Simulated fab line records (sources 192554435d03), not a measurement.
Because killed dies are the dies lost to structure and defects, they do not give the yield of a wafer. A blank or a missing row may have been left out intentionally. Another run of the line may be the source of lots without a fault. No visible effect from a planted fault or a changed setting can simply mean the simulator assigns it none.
A struck lot beside a sound one	flow n5 finfet	17 out of 1938 route steps
Sound: these wafers, L289.2, L289.3, L289.6. The struck wafers were L296.2, L296.4, L296.6. At the end, the cause is stated.
For every step that has rows: the tool of each side, followed by ch and its chambers, followed by its first start. Under that, the readings that differ: sound wafers	struck wafers	difference of the means	sigmas: that difference in standard deviations of wafers without a fault.
alike: same words and numbers on both sides, and readings whose means sit less than 2 such deviations apart. not compared: any withheld reading, any reading some wafer has no value for, any bound like >300 that may hide the same value, and any number with overlapping values for which the record gives no deviation.
The two part at a step that has a row with sigmas, a row that says differs or no value, or rows on one side only. When numbers do not overlap yet have no deviation, they are printed without sigmas and do not part them. A reading missing from all wafers of one side parts the sides only when that side holds two or more wafers.

first, 5 steps without rows for these wafers: N5_SD_EPI_P_SRD_49 (time 30 s); N5_SD_EPI_P_PRECLEAN_24 (cleans in O3/DIW, time 45 s); N5_SD_EPI_P_PRECLEAN_32 (cleans in dHF, time 10 s); N5_SD_EPI_P_PRECLEAN_33 (cleans in SC2, time 45 s); N5_SD_EPI_P_SRD_25 (time 30 s).
N5_SD_EPI_P_INSPECT_26: inspects for defects (darkfield).
  sound on defect inspect-02, day 3 16:08; struck on defect inspect-01, day 5 16:07
  alike: raw defect count
N5_SD_ACTIVATION_RTA_00: time 0 s.
  sound on rtp anneal-02 ch 0, day 3 16:11; struck on rtp anneal-01 ch 0, day 5 16:10
  alike: lamp power pct, lamp_zone_2_pct, wafer_temp_C_max
N5_SD_ACTIVATION_LSA_01: time 0.0008 s.
  sound on laser anneal-01 ch 0, day 3 16:23; struck on laser anneal-01 ch 0, day 5 16:22
  alike: wafer_temp_C_max
N5_SD_ACTIVATION_RS_MEAS_03: measurement is done with a four-point probe.
  sound on film metro-01, day 3 16:35; struck on film metro-01, day 5 16:34
reading	sound	struck	difference	sigmas
RS_SD_N (ohm/sq)	22.19 22.04 22.48	21.77 21.62 21.66	-0.55	-2
  alike: RS_SD_P
N5_SD_ACTIVATION_INSPECT_02: inspects for defects (darkfield).
  sound on defect inspect-02, day 3 16:53; struck on defect inspect-01, day 5 16:52
  alike: raw defect count
N5_ILD0_LINER_00: material SiNx, target thk 4 nm, pulse time 1 s, purge time 2 s.
  sound on ald sin-01 ch 0,3, day 3 16:55; struck on ald sin-04 ch 0,1,2, day 5 16:54
  alike: heater power w, precursor pulse height rel
N5_ILD0_FCVD_FILL_01: material SiO2 flowable, target thk 200 nm, time 328.3 s.
  sound on fcvd-02 ch 0,1, day 3 17:20; struck on fcvd-01 ch 1, day 5 17:52
  alike: rf fwd power W
then, 1 step without rows for these wafers: N5_ILD0_CURE_02 (time 1800 s).
N5_ILD0_CMP_03: polishes, stops on SiNx, t overpolish 1.9 s, target thk 197.38 nm.
  sound on cmp-03 ch 1,3, day 3 19:18; struck on cmp-04 ch 0,2, day 5 19:50
reading	sound	struck	difference	sigmas
time to endpoint s (s)	67 72 64	129 129 125	+60	+15
  alike: motor current A, overpolish run s, slurry flow ml min
  not compared: model.SiO2_flowable_of_ILD0_FCVD_FILL_01.thk nm
N5_ILD0_THK_MEAS_04:
  sound on film metro-02, day 3 19:35; struck on film metro-01, day 5 20:08
  alike: thk nm
-- the record jumps here: 4 days lie between the struck wafers' starts before and after (it left off in module ILD0 and takes up again in module BEOL_M4, whose first step shown is number 1111 of the route) --
N5_BEOL_M4_RC_MEAS_101:
  sound on prober-01 ch 0, day 8 00:54; struck on prober-01 ch 0, day 10 03:56
  alike: DIBL_N, DIBL_P, IOFF_N, IOFF_P, ION_N, ION_P, SS_N, SS_P, VT_N, VT_P
-- record jumps: 4 days separate the struck wafers' starts on either side; left off in module BEOL_M4, taken up again in module PASSIVATION, whose first shown step is the route's number 1936 --
N5_PASSIVATION_PROBE_49:
  only the struck wafers here have rows in the record (prober-02, day 14 13:38); the sound ones have none

## WHERE THEY PART
At N5_SD_ACTIVATION_RS_MEAS_03 first; at N5_PASSIVATION_PROBE_49 last (within this record only).

WHY: the cause the simulator had injected
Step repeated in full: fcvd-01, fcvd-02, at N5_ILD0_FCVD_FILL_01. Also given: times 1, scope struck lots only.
